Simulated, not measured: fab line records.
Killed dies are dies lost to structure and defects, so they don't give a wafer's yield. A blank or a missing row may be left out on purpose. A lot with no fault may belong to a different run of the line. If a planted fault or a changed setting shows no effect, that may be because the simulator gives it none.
What tool caused it? || flow nand harc || 18 wafers from 6 lots sampled at 5 of the route's 1302 steps

WHAT THE GAUGES READ, wafer by wafer
NHARC_P_M0_CD_MEAS_09 targets a cd of 90 nm.
{"lot": "L930", "measured": "day 6 11:20", "on": "cd sem-03", "cd nm (nm)": "90.4 90.2 90.3"}
{"lot": "L934", "measured": "day 8 03:19", "on": "cd sem-01", "cd nm (nm)": "88.4 88.3 88.7"}
{"lot": "L936", "measured": "day 8 22:59", "on": "cd sem-02", "cd nm (nm)": "88.0 88.2 88.5"}
{"lot": "L944", "measured": "day 12 05:07", "on": "cd sem-03", "cd nm (nm)": "90.1 90.3 89.2"}
{"lot": "L949", "measured": "day 14 08:38", "on": "cd sem-02", "cd nm (nm)": "89.8 89.3 89.9"}
{"lot": "L951", "measured": "day 15 08:15", "on": "cd sem-01", "cd nm (nm)": "90.3 90.4 90.4"}

EACH LOT AND THE TOOL THAT RAN IT (in order: tool; ch and the chambers of the sampled wafers; start)
{"lot": "L930", "NHARC_P_CONTACT_STRIP_28": "rie diel-02 ch 0,2,3, day 6 08:15", "NHARC_P_CONTACT_ALD_22": "ald metal-04 ch 1,2, day 6 09:10", "NHARC_P_CONTACT_CMP_24": "cmp-01 ch 2,3, day 6 10:03", "NHARC_P_M0_PEB_07": "litho track-06 ch 0, day 6 11:15"}
{"lot": "L934", "NHARC_P_CONTACT_STRIP_28": "rie diel-06 ch 1,2, day 8 00:25", "NHARC_P_CONTACT_ALD_22": "ald metal-04 ch 1,2,3, day 8 01:19", "NHARC_P_CONTACT_CMP_24": "cmp-02 ch 0,2,3, day 8 02:08", "NHARC_P_M0_PEB_07": "litho track-06 ch 0, day 8 03:14"}
{"lot": "L936", "NHARC_P_CONTACT_STRIP_28": "rie diel-06 ch 0,2,3, day 8 19:35", "NHARC_P_CONTACT_ALD_22": "ald metal-01 ch 0,1,3, day 8 20:34", "NHARC_P_CONTACT_CMP_24": "cmp-03 ch 0,2,3, day 8 21:41", "NHARC_P_M0_PEB_07": "litho track-06 ch 0, day 8 22:55"}
{"lot": "L944", "NHARC_P_CONTACT_STRIP_28": "rie diel-06 ch 0,1,2, day 12 02:06", "NHARC_P_CONTACT_ALD_22": "ald metal-03 ch 0,1,2, day 12 02:58", "NHARC_P_CONTACT_CMP_24": "cmp-03 ch 0,1, day 12 03:49", "NHARC_P_M0_PEB_07": "litho track-01 ch 0, day 12 05:02"}
{"lot": "L949", "NHARC_P_CONTACT_STRIP_28": "rie diel-02 ch 0,2, day 14 05:35", "NHARC_P_CONTACT_ALD_22": "ald metal-04 ch 1,2, day 14 06:27", "NHARC_P_CONTACT_CMP_24": "cmp-03 ch 0,2, day 14 07:18", "NHARC_P_M0_PEB_07": "litho track-04 ch 0, day 14 08:33"}
{"lot": "L951", "NHARC_P_CONTACT_STRIP_28": "rie diel-13 ch 1,3, day 15 05:14", "NHARC_P_CONTACT_ALD_22": "ald metal-01 ch 0,1, day 15 06:06", "NHARC_P_CONTACT_CMP_24": "cmp-01 ch 0,1,3, day 15 06:57", "NHARC_P_M0_PEB_07": "litho track-01 ch 0, day 15 08:10"}
- NHARC_P_CONTACT_STRIP_28: strips in O2.
- NHARC_P_CONTACT_ALD_22: deposits TiN, target thk 3 nm, pulse time 1 s, ald cycles 150.
- NHARC_P_CONTACT_CMP_24: polishes, t overpolish 30 s, target thk 200 nm.
- NHARC_P_M0_PEB_07: peb time 65 s.

THE ANSWER, worked out from the rows above alone
Rule: usual is defined by the lots themselves. The widest of any qualifying gaps counts: lots, ordered by their means at a reading, are off when they make up no more than a third of the lots, leave a main group of 4 or more, and stand apart from it by 3 or more times the standard deviation of that group's means. The tables above print the reading to a certain number of digits; a main group whose means all agree to those digits is not used. A lot without any number at a reading at which 4 lots or more have one is off too. Any other lot the step has rows for is counted as sound.
Off, at NHARC_P_M0_CD_MEAS_09 on cd nm: L934, L936. The main group has a mean of 90.0 nm with a standard deviation of 0.29.
A tool fits if, at a process step before that reading, it ran every lot that is off, and no sound lot after the first of them. Those tools and the gauges at NHARC_P_M0_CD_MEAS_09 are tried in the same way. One candidate fits, namely litho track-06 at NHARC_P_M0_PEB_07. A fault onset in the window from L930 (day 6 11:15, its last sound lot) to L934 (day 8 03:14, its first lot off) fits.

WHAT THE SIMULATOR PUT IN
Process parameter drift: litho track-06, from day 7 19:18 on, at NHARC_P_M0_PEB_07. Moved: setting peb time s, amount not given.
Shown lots that were struck: L934, L936. The rule given above showed the same thing.
